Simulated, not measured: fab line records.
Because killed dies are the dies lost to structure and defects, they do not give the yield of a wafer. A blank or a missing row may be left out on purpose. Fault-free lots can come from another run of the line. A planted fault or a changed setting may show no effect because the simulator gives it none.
Matching of chambers ; flow n5_finfet ; N5_BEOL_M7_STRIP_36 on rie_diel-05: 4 sister chambers
The step strips in N2/H2. 18 wafers are shown with their chamber, then 9 later ones without.

## EACH WAFER AND ITS CHAMBER
wafer;chamber;showerhead_plenum_p_Torr (Torr);throttle_valve_pct (%);oes_product_au (a.u.)
L076.2;1;2.52;23.07;0.73
L076.3;2;2.48;23.57;0.89
L076.5;2;2.48;23.61;0.89
L075.1;0;2.64;23.30;0.75
L075.4;1;2.52;23.06;0.73
L075.5;3;2.65;23.22;0.75
L079.4;2;2.48;23.60;0.86
L079.5;3;2.64;23.23;0.73
L079.6;2;2.48;23.58;0.87
L080.2;2;2.48;23.58;0.90
L080.3;1;2.52;23.10;0.73
L080.6;3;2.64;23.24;0.74
L083.1;0;2.64;23.34;0.74
L083.4;1;2.51;23.09;0.73
L083.6;1;2.51;23.08;0.72
L084.2;2;2.47;23.62;0.88
L084.3;1;2.51;23.08;0.73
L084.5;3;2.64;23.25;0.73

SIGNATURES (means of the wafers above)
reading;chamber 0;chamber 1;chamber 2;chamber 3;scatter within a chamber
showerhead_plenum_p_Torr;2.6400;2.5150;2.4783;2.6425;0.00469
throttle_valve_pct;23.3200;23.0800;23.5933;23.2350;0.0174
oes_product_au;0.7450;0.7283;0.8817;0.7375;0.0103
Rule: distance of a wafer from a chamber = root of the sum over the readings of ((wafer's reading minus chamber's mean) / reading's scatter) squared. If the next closest chamber is less than 2 further off than the closest, the wafer can't be placed; otherwise it belongs to the closest. How the scatter is found: for the shown wafers, subtract from each reading the mean of its chamber, square and add these, divide the total by (wafers less chambers), then take the root.

## WAFERS WITH NO CHAMBER GIVEN
wafer;showerhead_plenum_p_Torr (Torr);throttle_valve_pct (%);oes_product_au (a.u.)
L086.1;2.47;23.59;0.87
L086.4;2.51;23.10;0.72
L086.5;2.64;23.26;0.72
L090.1;2.47;23.59;0.85
L090.5;2.47;23.61;0.85
L090.6;2.51;23.07;0.71
L095.1;2.46;23.59;0.84
L095.3;2.63;23.27;0.71
L095.6;2.63;23.27;0.71

## EACH ONE'S CHAMBER
wafer;from the rows above;in truth
L086.1;2;2
L086.4;1;1
L086.5;can't be placed: 3 or 0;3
L090.1;2;2
L090.5;2;2
L090.6;1;1
L095.1;2;2
L095.3;can't be placed: 3 or 0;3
L095.6;can't be placed: 3 or 0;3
Placed correctly: 6 of 9. Not placeable from these rows: 3 (in 3, the candidates include the true chamber). 0 placed wrongly.
